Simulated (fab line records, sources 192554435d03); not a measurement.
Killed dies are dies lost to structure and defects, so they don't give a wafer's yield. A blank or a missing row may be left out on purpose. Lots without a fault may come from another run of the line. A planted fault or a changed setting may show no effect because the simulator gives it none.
Chamber matching | flow n5_finfet | N5_BEOL_M6_PECVD_70 on pecvd-04: 3 sister chambers
The step deposits SiO2 from TEOS/O2, target thk 20 nm, time 22.7 s. 6 wafers are shown with their chamber, then 7 later ones without.

WAFERS WITH THEIR CHAMBER
wafer  | chamber | showerhead_plenum_p_Torr (Torr) | throttle_valve_pct (%)
L084.3 | 1       | 8.88                            | 22.0
L084.6 | 1       | 8.87                            | 22.1
L087.4 | 0       | 8.70                            | 23.0
L087.5 | 2       | 8.69                            | 23.3
L090.3 | 2       | 8.74                            | 23.3
L090.4 | 0       | 8.71                            | 22.9

WAFERS WITHOUT THEIR CHAMBER
wafer  | showerhead_plenum_p_Torr (Torr) | throttle_valve_pct (%)
L090.5 | 8.89                            | 22.3
L089.1 | 8.71                            | 23.5
L089.2 | 8.70                            | 23.0
L089.6 | 8.72                            | 23.4
L092.1 | 8.71                            | 23.0
L092.2 | 8.86                            | 22.3
L092.5 | 8.66                            | 23.1

WHICH CHAMBER EACH WENT THROUGH
wafer  | from the rows above     | in truth
L090.5 | 1                       | 1
L089.1 | 2                       | 2
L089.2 | 0                       | 0
L089.6 | 2                       | 2
L092.1 | 0                       | 0
L092.2 | 1                       | 1
L092.5 | can't be placed: 0 or 2 | 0
Placed correctly: 6 of 7. Can't be placed from these rows: 1 (the true chamber is among the candidates in 1). Placed wrongly: 0.
How it was worked out, from the rows above alone: a wafer's distance from a chamber is the root of the sum, over the readings, of the square of ((its reading less the chamber's mean) divided by the reading's scatter). The wafer belongs to the nearest chamber; if the next one is less than 2 further off, it can't be placed. A chamber's mean is the mean of its shown wafers. The scatter: the root of (the sum of the squares of (reading less its chamber's mean) over the shown wafers, divided by (wafers less chambers)).
